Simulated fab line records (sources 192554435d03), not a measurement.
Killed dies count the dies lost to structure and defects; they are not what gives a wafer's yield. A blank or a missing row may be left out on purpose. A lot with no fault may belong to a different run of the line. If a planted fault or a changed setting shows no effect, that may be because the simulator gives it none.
What tool caused it? ; flow n5Finfet ; 10 lots, 29 wafers sampled, at 2 steps of a route of 1938

## WHAT EACH GAUGE READ, for each wafer
N5_GATE_CUT_INSPECT_26: inspects for defects (darkfield).
lot;measured;on;rawDefectCount
L987;day 5 05:10;defectInspect-02;78 48 50
L989;day 5 07:26;defectInspect-01;29 32 44
L990;day 5 21:53;defectInspect-02;47 42 35
L992;day 6 07:23;defectInspect-02;58 37 24
L994;day 6 10:22;defectInspect-01;16 59 45
L102;day 8 16:00;defectInspect-01;30 17 24
L105;day 9 04:55;defectInspect-02;44 45 59
L106;day 9 13:40;defectInspect-01;28 28 45
L109;day 10 05:55;defectInspect-02;40 28
L110;day 10 09:57;defectInspect-02;80 47 49

## EACH LOT AND THE TOOL THAT RAN IT (in order: tool; ch and the chambers of the sampled wafers; start)
lot;N5_GATE_CUT_STRIP_21
L987;plasmaAsher-02 ch 0, day 5 01:04
L989;plasmaAsher-02 ch 0,1, day 5 04:26
L990;plasmaAsher-01 ch 0,1, day 5 16:05
L992;plasmaAsher-01 ch 0,1, day 6 04:42
L994;plasmaAsher-02 ch 0,1, day 6 07:40
L102;plasmaAsher-02 ch 0,1, day 8 13:07
L105;plasmaAsher-01 ch 0,1, day 9 02:14
L106;plasmaAsher-01 ch 0,1, day 9 10:58
L109;plasmaAsher-01 ch 0,1, day 10 03:14
L110;plasmaAsher-01 ch 0,1, day 10 07:16
- N5_GATE_CUT_STRIP_21: strips in N2/H2, time 30 s.

## THE ANSWER, worked out from the rows above alone
Rule: the usual values come from the lots themselves. Put in order of their means at a reading, lots are off if they are a third of the lots or fewer, leave a main group of 4 or more, and stand apart from it by a gap of 3 or more times the standard deviation of the main group's means; of several such gaps the widest counts. If all means in a main group match to the digits the tables above print for the reading, that group is not used. Also off: a lot with no number at a reading for which 4 or more lots have one. The other lots that the step has rows for count as sound.
None of the lots is off at any reading shown; this tells nothing.

## WHAT THE SIMULATOR PUT IN
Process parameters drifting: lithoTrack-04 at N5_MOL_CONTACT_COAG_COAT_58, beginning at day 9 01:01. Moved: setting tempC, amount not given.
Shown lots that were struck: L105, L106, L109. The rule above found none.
